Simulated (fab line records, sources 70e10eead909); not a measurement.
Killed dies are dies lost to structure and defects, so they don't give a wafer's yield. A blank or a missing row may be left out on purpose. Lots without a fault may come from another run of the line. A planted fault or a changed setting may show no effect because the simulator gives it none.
Chamber matching | flow nand_harc | NHARC_A_M1_DESCUM_14 on rie_diel-12: 4 sister chambers
The step chemistry O2, time 3 s. 16 wafers are shown with their chamber, then 8 later ones without.

WAFERS WITH THEIR CHAMBER
wafer  | chamber | drypump_motor_current_A (A) | throttle_valve_pct (%) | oes_product_au (a.u.)
L079.1 | 0       | 6.7                         | 11.299                 | 1.013
L079.3 | 1       | 5.1                         | 11.321                 | 0.995
L079.5 | 0       | 6.8                         | 11.311                 | 1.001
L080.4 | 0       | 6.7                         | 11.316                 | 1.011
L080.5 | 3       | 5.3                         | 11.305                 | 1.008
L080.6 | 0       | 6.7                         | 11.298                 | 1.001
L084.1 | 3       | 5.3                         | 11.311                 | 0.994
L084.5 | 3       | 5.3                         | 11.315                 | 1.006
L084.6 | 2       | 5.8                         | 11.302                 | 1.002
L085.2 | 2       | 5.8                         | 11.301                 | 0.993
L085.3 | 3       | 5.2                         | 11.328                 | 1.002
L085.6 | 2       | 5.8                         | 11.324                 | 0.995
L088.1 | 0       | 6.7                         | 11.298                 | 1.008
L088.3 | 2       | 5.8                         | 11.310                 | 1.006
L088.4 | 3       | 5.3                         | 11.308                 | 1.023
L092.1 | 1       | 5.0                         | 11.319                 | 1.001

SIGNATURES (means of the wafers above)
reading                 | chamber 0 | chamber 1 | chamber 2 | chamber 3 | scatter within a chamber
drypump_motor_current_A | 6.720     | 5.050     | 5.800     | 5.280     | 0.0418
throttle_valve_pct      | 11.30440  | 11.32000  | 11.30925  | 11.31340  | 0.0089
oes_product_au          | 1.00680   | 0.99800   | 0.99900   | 1.00660   | 0.00766
Rule: a wafer's distance from a chamber is the root of the sum, over the readings, of the square of ((its reading less the chamber's mean) divided by the reading's scatter). The wafer belongs to the nearest chamber; if the next one is less than 2 further off, it can't be placed. The scatter: the root of (the sum of the squares of (reading less its chamber's mean) over the shown wafers, divided by (wafers less chambers)).

WAFERS WITHOUT THEIR CHAMBER
wafer  | drypump_motor_current_A (A) | throttle_valve_pct (%) | oes_product_au (a.u.)
L092.2 | 6.7                         | 11.307                 | 0.992
L092.4 | 5.8                         | 11.320                 | 0.997
L094.2 | 5.1                         | 11.310                 | 1.004
L094.3 | 5.9                         | 11.322                 | 1.005
L094.5 | 5.8                         | 11.303                 | 1.003
L096.2 | 5.8                         | 11.309                 | 0.995
L096.3 | 5.3                         | 11.312                 | 1.013
L096.5 | 5.3                         | 11.315                 | 1.006

WHICH CHAMBER EACH WENT THROUGH
wafer  | from the rows above | in truth
L092.2 | 0                   | 0
L092.4 | 2                   | 2
L094.2 | 1                   | 1
L094.3 | 2                   | 2
L094.5 | 2                   | 2
L096.2 | 2                   | 2
L096.3 | 3                   | 3
L096.5 | 3                   | 3
Placed correctly: 8 of 8. Can't be placed from these rows: 0. Placed wrongly: 0.
